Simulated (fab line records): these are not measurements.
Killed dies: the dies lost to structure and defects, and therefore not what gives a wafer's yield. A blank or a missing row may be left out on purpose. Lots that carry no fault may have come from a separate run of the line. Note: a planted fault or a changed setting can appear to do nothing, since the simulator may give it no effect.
Matching of chambers || flow n5Finfet || 4 sister chambers for N5_FIN_CUT_ETCH_30 on rieDiel-06
The step etches underlayer in N2/H2, target depth 13 nm, time 10.4 s. 18 wafers are shown with their chamber, then 9 later ones without.

WAFERS, EACH WITH ITS CHAMBER
{"wafer": "L080.1", "chamber": 0, "drypumpMotorCurrentA (A)": 5.1, "showerheadPlenumPTorr (Torr)": 2.56, "throttleValvePct (%)": 17.54}
{"wafer": "L080.3", "chamber": 3, "drypumpMotorCurrentA (A)": 6.6, "showerheadPlenumPTorr (Torr)": 2.44, "throttleValvePct (%)": 17.55}
{"wafer": "L080.4", "chamber": 2, "drypumpMotorCurrentA (A)": 6.6, "showerheadPlenumPTorr (Torr)": 2.58, "throttleValvePct (%)": 17.87}
{"wafer": "L082.2", "chamber": 0, "drypumpMotorCurrentA (A)": 5.0, "showerheadPlenumPTorr (Torr)": 2.56, "throttleValvePct (%)": 17.54}
{"wafer": "L082.4", "chamber": 2, "drypumpMotorCurrentA (A)": 6.6, "showerheadPlenumPTorr (Torr)": 2.58, "throttleValvePct (%)": 17.87}
{"wafer": "L082.6", "chamber": 2, "drypumpMotorCurrentA (A)": 6.6, "showerheadPlenumPTorr (Torr)": 2.58, "throttleValvePct (%)": 17.88}
{"wafer": "L083.2", "chamber": 2, "drypumpMotorCurrentA (A)": 6.6, "showerheadPlenumPTorr (Torr)": 2.58, "throttleValvePct (%)": 17.88}
{"wafer": "L083.4", "chamber": 0, "drypumpMotorCurrentA (A)": 5.1, "showerheadPlenumPTorr (Torr)": 2.56, "throttleValvePct (%)": 17.56}
{"wafer": "L083.6", "chamber": 0, "drypumpMotorCurrentA (A)": 5.1, "showerheadPlenumPTorr (Torr)": 2.56, "throttleValvePct (%)": 17.56}
{"wafer": "L084.1", "chamber": 0, "drypumpMotorCurrentA (A)": 5.0, "showerheadPlenumPTorr (Torr)": 2.56, "throttleValvePct (%)": 17.55}
{"wafer": "L084.3", "chamber": 2, "drypumpMotorCurrentA (A)": 6.6, "showerheadPlenumPTorr (Torr)": 2.58, "throttleValvePct (%)": 17.88}
{"wafer": "L084.5", "chamber": 1, "drypumpMotorCurrentA (A)": 5.0, "showerheadPlenumPTorr (Torr)": 2.55, "throttleValvePct (%)": 17.92}
{"wafer": "L087.4", "chamber": 2, "drypumpMotorCurrentA (A)": 6.6, "showerheadPlenumPTorr (Torr)": 2.58, "throttleValvePct (%)": 17.90}
{"wafer": "L087.5", "chamber": 2, "drypumpMotorCurrentA (A)": 6.6, "showerheadPlenumPTorr (Torr)": 2.58, "throttleValvePct (%)": 17.88}
{"wafer": "L087.6", "chamber": 1, "drypumpMotorCurrentA (A)": 5.0, "showerheadPlenumPTorr (Torr)": 2.55, "throttleValvePct (%)": 17.93}
{"wafer": "L089.2", "chamber": 0, "drypumpMotorCurrentA (A)": 5.1, "showerheadPlenumPTorr (Torr)": 2.55, "throttleValvePct (%)": 17.58}
{"wafer": "L089.4", "chamber": 3, "drypumpMotorCurrentA (A)": 6.6, "showerheadPlenumPTorr (Torr)": 2.43, "throttleValvePct (%)": 17.55}
{"wafer": "L089.5", "chamber": 3, "drypumpMotorCurrentA (A)": 6.6, "showerheadPlenumPTorr (Torr)": 2.43, "throttleValvePct (%)": 17.56}

SIGNATURES (averages over the wafers above)
{"reading": "drypumpMotorCurrentA", "chamber 0": 5.067, "chamber 1": 5.000, "chamber 2": 6.600, "chamber 3": 6.600, "scatter within a chamber": 0.0309}
{"reading": "showerheadPlenumPTorr", "chamber 0": 2.5583, "chamber 1": 2.5500, "chamber 2": 2.5800, "chamber 3": 2.4333, "scatter within a chamber": 0.00327}
{"reading": "throttleValvePct", "chamber 0": 17.5550, "chamber 1": 17.9250, "chamber 2": 17.8800, "chamber 3": 17.5533, "scatter within a chamber": 0.0115}
Rule: for each reading, subtract the chamber's mean from the wafer's reading, divide by that reading's scatter and square the result; add these up over the readings and take the root, which gives the wafer's distance from the chamber. If the next closest chamber is less than 2 further off than the closest, the wafer can't be placed; otherwise it belongs to the closest. How the scatter is found: for the shown wafers, subtract from each reading the mean of its chamber, square and add these, divide the total by (wafers less chambers), then take the root.

WAFERS WHOSE CHAMBER IS MISSING
{"wafer": "L090.1", "drypumpMotorCurrentA (A)": 5.0, "showerheadPlenumPTorr (Torr)": 2.55, "throttleValvePct (%)": 17.95}
{"wafer": "L090.2", "drypumpMotorCurrentA (A)": 5.0, "showerheadPlenumPTorr (Torr)": 2.55, "throttleValvePct (%)": 17.58}
{"wafer": "L090.5", "drypumpMotorCurrentA (A)": 5.1, "showerheadPlenumPTorr (Torr)": 2.55, "throttleValvePct (%)": 17.57}
{"wafer": "L093.1", "drypumpMotorCurrentA (A)": 5.0, "showerheadPlenumPTorr (Torr)": 2.54, "throttleValvePct (%)": 17.97}
{"wafer": "L093.2", "drypumpMotorCurrentA (A)": 5.0, "showerheadPlenumPTorr (Torr)": 2.55, "throttleValvePct (%)": 17.58}
{"wafer": "L093.5", "drypumpMotorCurrentA (A)": 6.6, "showerheadPlenumPTorr (Torr)": 2.57, "throttleValvePct (%)": 17.90}
{"wafer": "L097.1", "drypumpMotorCurrentA (A)": 5.0, "showerheadPlenumPTorr (Torr)": 2.54, "throttleValvePct (%)": 17.97}
{"wafer": "L097.2", "drypumpMotorCurrentA (A)": 6.6, "showerheadPlenumPTorr (Torr)": 2.43, "throttleValvePct (%)": 17.59}
{"wafer": "L097.3", "drypumpMotorCurrentA (A)": 5.1, "showerheadPlenumPTorr (Torr)": 2.55, "throttleValvePct (%)": 17.58}

EACH ONE'S CHAMBER
{"wafer": "L090.1", "from the rows above": 1, "in truth": 1}
{"wafer": "L090.2", "from the rows above": 0, "in truth": 0}
{"wafer": "L090.5", "from the rows above": 0, "in truth": 0}
{"wafer": "L093.1", "from the rows above": 1, "in truth": 1}
{"wafer": "L093.2", "from the rows above": 0, "in truth": 0}
{"wafer": "L093.5", "from the rows above": 2, "in truth": 2}
{"wafer": "L097.1", "from the rows above": 1, "in truth": 1}
{"wafer": "L097.2", "from the rows above": 3, "in truth": 3}
{"wafer": "L097.3", "from the rows above": 0, "in truth": 0}
Placed correctly: 9 of 9. Can't be placed from these rows: 0. Wrongly placed: 0.
